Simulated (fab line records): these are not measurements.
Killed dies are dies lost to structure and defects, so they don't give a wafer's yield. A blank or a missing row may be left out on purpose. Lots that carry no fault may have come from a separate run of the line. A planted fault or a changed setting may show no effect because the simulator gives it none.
Matching of chambers + flow n5_finfet + N5_HKMG_FIN_ALD_79 on ald_metal-02: 4 sister chambers
The step deposits TiN, target thk 1.5 nm, pulse time 1 s, purge time 3 s. 8 wafers are shown with their chamber, then 10 later ones without.

== WAFERS PAIRED WITH THEIR CHAMBERS ==
| wafer  | chamber | heater_power_w (W) | precursor_pulse_height_rel |
|--------|---------|--------------------|----------------------------|
| L086.2 | 2       | 932                | 1.006                      |
| L089.5 | 3       | 855                | 0.968                      |
| L089.6 | 0       | 1035               | 1.019                      |
| L090.2 | 3       | 867                | 0.998                      |
| L090.3 | 1       | 692                | 0.989                      |
| L090.5 | 0       | 994                | 1.023                      |
| L091.2 | 1       | 701                | 0.975                      |
| L091.5 | 2       | 921                | 1.042                      |

== WAFERS WHOSE CHAMBER IS MISSING ==
| wafer  | heater_power_w (W) | precursor_pulse_height_rel |
|--------|--------------------|----------------------------|
| L091.6 | 840                | 1.011                      |
| L092.2 | 887                | 0.990                      |
| L092.4 | 937                | 1.011                      |
| L092.5 | 915                | 1.001                      |
| L095.2 | 895                | 1.045                      |
| L095.4 | 704                | 0.949                      |
| L095.5 | 849                | 1.007                      |
| L096.1 | 859                | 0.964                      |
| L096.4 | 694                | 0.989                      |
| L096.6 | 836                | 0.967                      |

== EACH ONE'S CHAMBER ==
| wafer  | from the rows above     | in truth |
|--------|-------------------------|----------|
| L091.6 | 3                       | 3        |
| L092.2 | can't be placed: 3 or 2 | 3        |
| L092.4 | 2                       | 2        |
| L092.5 | 2                       | 2        |
| L095.2 | can't be placed: 2 or 3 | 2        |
| L095.4 | 1                       | 1        |
| L095.5 | 3                       | 3        |
| L096.1 | 3                       | 3        |
| L096.4 | 1                       | 1        |
| L096.6 | 3                       | 3        |
Correct placement for 8 of the 10. Not placeable from these rows: 2 (in 2, the candidates include the true chamber). 0 placed wrongly.
How it was worked out, from the rows above alone: a wafer's distance from a chamber is the root of the sum, over the readings, of the square of ((its reading less the chamber's mean) divided by the reading's scatter). If the next closest chamber is less than 2 further off than the closest, the wafer can't be placed; otherwise it belongs to the closest. Each chamber's mean is taken over the wafers shown for it. How the scatter is found: for the shown wafers, subtract from each reading the mean of its chamber, square and add these, divide the total by (wafers less chambers), then take the root.
